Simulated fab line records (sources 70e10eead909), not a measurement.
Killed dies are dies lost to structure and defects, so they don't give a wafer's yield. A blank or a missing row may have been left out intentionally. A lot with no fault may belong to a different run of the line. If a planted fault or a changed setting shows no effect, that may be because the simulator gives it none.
Chamber matching + flow nand-harc + 3 sister chambers for NHARC_A_STAIRCASE_DEP_259 on pecvd-03
The step deposits SiON, target thk 30 nm. 6 wafers are shown with their chamber, then 11 later ones without.

WAFERS WITH THEIR CHAMBER
| wafer  | chamber | heater-power-w (W) | susceptor-temp-C (C) |
|--------|---------|--------------------|----------------------|
| L078.2 | 0       | 724                | 400.04               |
| L086.6 | 0       | 818                | 399.95               |
| L095.1 | 1       | 548                | 399.77               |
| L095.4 | 2       | 621                | 400.13               |
| L095.5 | 1       | 546                | 399.83               |
| L095.2 | 2       | 616                | 400.12               |

WAFERS WITHOUT THEIR CHAMBER
| wafer  | heater-power-w (W) | susceptor-temp-C (C) |
|--------|--------------------|----------------------|
| L095.3 | 744                | 400.27               |
| L095.6 | 749                | 399.95               |
| L096.1 | 744                | 400.03               |
| L096.2 | 795                | 400.13               |
| L096.3 | 654                | 399.99               |
| L093.2 | 700                | 399.85               |
| L093.3 | 634                | 399.87               |
| L093.6 | 721                | 400.49               |
| L097.2 | 685                | 399.97               |
| L097.3 | 614                | 400.05               |
| L097.6 | 625                | 399.90               |

WHICH CHAMBER EACH WENT THROUGH
| wafer  | from the rows above     | in truth                   |
|--------|-------------------------|----------------------------|
| L095.3 | can't be placed: 2 or 0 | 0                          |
| L095.6 | 0                       | 0                          |
| L096.1 | 0                       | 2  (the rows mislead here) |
| L096.2 | can't be placed: 0 or 2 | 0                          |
| L096.3 | can't be placed: 0 or 2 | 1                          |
| L093.2 | can't be placed: 0 or 1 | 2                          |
| L093.3 | can't be placed: 1 or 0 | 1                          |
| L093.6 | 2                       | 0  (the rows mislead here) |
| L097.2 | can't be placed: 0 or 2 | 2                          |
| L097.3 | 2                       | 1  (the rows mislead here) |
| L097.6 | can't be placed: 1 or 0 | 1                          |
Placed correctly: 1 of 11. Can't be placed from these rows: 7 (the true chamber is among the candidates in 5). Wrongly placed: 3.
How it was worked out, from the rows above alone: a wafer's distance from a chamber is the root of the sum, over the readings, of the square of ((its reading less the chamber's mean) divided by the reading's scatter). The wafer belongs to the nearest chamber; if the next one is less than 2 further off, it can't be placed. Each chamber's mean is taken over the wafers shown for it. The scatter is the square root of a quotient: the sum, over the shown wafers, of each reading's squared deviation from its chamber's mean, divided by wafers minus chambers.
